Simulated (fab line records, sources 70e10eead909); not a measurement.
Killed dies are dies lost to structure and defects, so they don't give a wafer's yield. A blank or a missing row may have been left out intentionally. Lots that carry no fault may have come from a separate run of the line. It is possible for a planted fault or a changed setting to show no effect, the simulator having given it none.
2 desks, one fault || flow nand_harc || what lay behind the numbers comes last; until then each desk has only its own

AT THE METROLOGY DESK
What the gauges read, lot by lot, whatever tool the lot ran on: means of the sampled wafers that have a number. If a lot's mean is further than 4 standard deviations from the usual mean, the lot is out of limits and carries the mark OUT (the distance appears in the brackets).
Columns: A = overlay_x_nm at NHARC_A_SLIT_OVL_MEAS_10, usual -0.2 nm; B = overlay_y_nm at NHARC_A_SLIT_OVL_MEAS_10, usual -0.1 nm
{"lot": "L796", "first seen here": "day 19 17:15", "A": -1.5, "B": 0.2}
{"lot": "L798", "first seen here": "day 20 07:28", "A": -0.6, "B": -1.0}
{"lot": "L797", "first seen here": "day 20 07:49", "A": -0.6, "B": 0.3}
{"lot": "L802", "first seen here": "day 22 02:43", "A": 0.6, "B": 0.5}
{"lot": "L803", "first seen here": "day 23 04:15", "A": -0.1, "B": -0.8}
{"lot": "L804", "first seen here": "day 23 16:55", "A": -0.2, "B": -0.6}
{"lot": "L809", "first seen here": "day 25 09:40", "A": -0.1, "B": 0.7}
{"lot": "L813", "first seen here": "day 26 05:30", "A": 0.2, "B": -0.2}
{"lot": "L811", "first seen here": "day 26 06:07", "A": -0.6, "B": -0.0}
{"lot": "L812", "first seen here": "day 26 09:19", "A": -0.0, "B": -2.0}
{"lot": "L814", "first seen here": "day 27 06:14", "A": 0.1, "B": 0.5}
{"lot": "L815", "first seen here": "day 27 15:19", "A": -0.5, "B": -1.0}
{"lot": "L818", "first seen here": "day 29 20:14", "A": 0.1, "B": 0.8}
Result from this desk: across the 13 lots, nothing is out of limits.

TOOL OWNER'S DESK, rie_diel-13
The tool's own readings at NHARC_A_WL_FILL_ETCHBACK_16 (etches the open film in C4F8/O2/Ar, target depth 120 nm, time 24 s): means of the sampled wafers that have a number, for each lot that ran on this tool. If a lot's mean is further than 4 standard deviations from the usual mean, the lot is out of limits and carries the mark OUT (the distance appears in the brackets).
Columns: A = chamber_pressure_mTorr at NHARC_A_WL_FILL_ETCHBACK_16, usual 24.998 mTorr; B = oes_product_au at NHARC_A_WL_FILL_ETCHBACK_16, usual 0.97 a.u.; C = rf_vpp_V at NHARC_A_WL_FILL_ETCHBACK_16, usual 724 V; D = run_length_s at NHARC_A_WL_FILL_ETCHBACK_16, usual 45.4 s
{"lot": "L797", "first seen here": "day 21 09:31", "A": 24.986, "B": 0.99, "C": 726, "D": 45.3}
{"lot": "L802", "first seen here": "day 23 09:39", "A": 25.008, "B": 0.99, "C": 723, "D": "75.8 (+95) OUT"}
{"lot": "L803", "first seen here": "day 24 04:43", "A": 25.019, "B": 0.93, "C": 725, "D": "75.9 (+95) OUT"}
{"lot": "L813", "first seen here": "day 27 05:55", "A": 25.014, "B": 0.99, "C": 723, "D": 45.4}
{"lot": "L811", "first seen here": "day 27 09:25", "A": 24.997, "B": 0.99, "C": 727, "D": 45.2}
{"lot": "L812", "first seen here": "day 27 12:34", "A": 24.995, "B": 1.00, "C": 724, "D": 45.7}
{"lot": "L818", "first seen here": "day 31 01:38", "A": 25.033, "B": 0.99, "C": 725, "D": 45.6}
This desk's finding: out of limits on L802, L803; first on L802, day 23 09:39 (run_length_s at NHARC_A_WL_FILL_ETCHBACK_16). L797, L813, L811, L812, L818 stayed within limits.

TAKEN TOGETHER
At day 23 09:39, on L802, L803, the tool owner's desk was in a position to raise an alarm.
The metrology desk saw nothing out of limits.
The metrology desk holds a record of L802, L803, inside its limits.
All the named lots went through NHARC_A_WL_FILL_ETCHBACK_16 on rie_diel-13.

WHAT THE SIMULATOR HAD INSERTED
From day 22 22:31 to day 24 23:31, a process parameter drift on rie_diel-13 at NHARC_A_WL_FILL_ETCHBACK_16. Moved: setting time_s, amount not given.
Struck lots among those shown: L802, L803.
Time in hours from fault onset to the first out-of-limits reading at each desk: the tool owner's desk, 11.
